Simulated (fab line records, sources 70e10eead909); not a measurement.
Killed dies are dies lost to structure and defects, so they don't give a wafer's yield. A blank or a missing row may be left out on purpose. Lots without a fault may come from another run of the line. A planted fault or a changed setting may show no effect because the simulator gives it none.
A struck lot beside a sound one | flow nand_harc | 15 steps out of a route of 1302
Sound: wafers L183.3, L183.4, L183.6. Struck: wafer L174.4. (L174.3 of the same lot was not struck and is left out.) The cause comes at the end.
At each step with rows: each side's tool, then ch and its chambers, then its first start. Under that, the readings that differ: sound wafers | struck wafers | difference of the means | sigmas: that difference in standard deviations of wafers without a fault.
alike: readings whose means differ by less than 2 such deviations, and words and numbers that are the same on both sides. not compared: withheld readings, readings that some wafer has no value for, bounds like >300 that may hide the same value, and numbers for which the record gives no deviation and whose values overlap.
The two part at a step that has a row with sigmas, a row that says differs or no value, or rows on one side only. Numbers that don't overlap but have no deviation are shown without sigmas and don't part them. A reading that every wafer of one side lacks parts them only if that side has two wafers or more.

first, 6 steps without rows for these wafers: NHARC_A_CONTACT_COAT_02 (resist thk 90 nm); NHARC_A_CONTACT_SOFTBAKE_03 (time 55 s); NHARC_A_CONTACT_EBR_04; NHARC_A_CONTACT_EXPOSE_05 (exposes mask A CC); NHARC_A_CONTACT_PEB_06 (peb time 65 s); NHARC_A_CONTACT_DEVELOP_07 (develop time 35 s).
NHARC_A_CONTACT_CD_MEAS_08: target cd 200 nm.
  sound on cd_sem-02 ch 0, day 31 06:16; struck on cd_sem-01 ch 0, day 27 17:53
  alike: cd_nm
NHARC_A_CONTACT_OVL_MEAS_09:
  sound on overlay-02, day 31 06:22; struck on overlay-01, day 27 17:58
  alike: overlay_x_nm, overlay_y_nm
NHARC_A_CONTACT_INSPECT_10:
  sound on defect_inspect-02, day 31 06:23; struck on defect_inspect-02, day 27 18:00
  alike: raw_defect_count
NHARC_A_CONTACT_DESCUM_13: chemistry O2, time 3 s.
  sound on rie_diel-04 ch 0,1,3, day 31 06:28; struck on rie_diel-04 ch 3, day 27 18:04
  alike: drypump_motor_current_A, oes_product_au, rf_vpp_V, showerhead_plenum_p_Torr, throttle_valve_pct
  not compared: rf_hours_counter_h
NHARC_A_CONTACT_ETCH_88: etches the open film in CF4, target depth 39 nm, time 65 s.
  sound on rie_diel-04 ch 0,3, day 31 06:32; struck on rie_diel-04 ch 1, day 27 18:08
  alike: drypump_motor_current_A, oes_product_au, rf_vpp_V, run_length_s, showerhead_plenum_p_Torr, throttle_valve_pct
  not compared: rf_hours_counter_h
NHARC_A_CONTACT_ETCH_89: etches the open film in N2/H2, target depth 260 nm, time 475.3 s.
  sound on rie_diel-04 ch 1,2,3; struck on rie_diel-04 ch 3
  alike: drypump_motor_current_A, oes_product_au, rf_vpp_V, run_length_s, showerhead_plenum_p_Torr, throttle_valve_pct
  not compared: rf_hours_counter_h
NHARC_A_CONTACT_ETCH_30: etches the open film in CF4/CHF3, target depth 72.6 nm, time 36.3 s.
  sound on rie_diel-04 ch 1,3, day 31 07:01; struck on rie_diel-04 ch 0, day 27 18:35
  reading               | sound             | struck | difference | sigmas
  oes_product_au (a.u.) | 0.982 0.952 0.983 | 0.916  | -0.056     | -3
  run_length_s (s)      | 57.9 57.2 57.2    | 50.0   | -7.4       | -15
  alike: drypump_motor_current_A, rf_vpp_V, showerhead_plenum_p_Torr, throttle_valve_pct
  not compared: rf_hours_counter_h
NHARC_A_CONTACT_ETCH_31: etches the open film in O2/COS, target depth 2800 nm, time 728 s.
  sound on rie_diel-04 ch 1,2; struck on rie_diel-04 ch 2
  alike: drypump_motor_current_A, oes_product_au, rf_vpp_V, run_length_s, showerhead_plenum_p_Torr, throttle_valve_pct
  not compared: rf_hours_counter_h
then, 1 step without rows for these wafers: NHARC_END_SORT_01.

WHERE THEY PART
Only at NHARC_A_CONTACT_ETCH_30, within this record. Later steps at which nothing parts them and some readings are alike: NHARC_A_CONTACT_ETCH_31.

WHY: what the simulator had put in
Process parameter drift: rie_diel-04, from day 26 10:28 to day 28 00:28, at NHARC_A_CONTACT_ETCH_30. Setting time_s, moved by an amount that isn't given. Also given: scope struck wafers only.
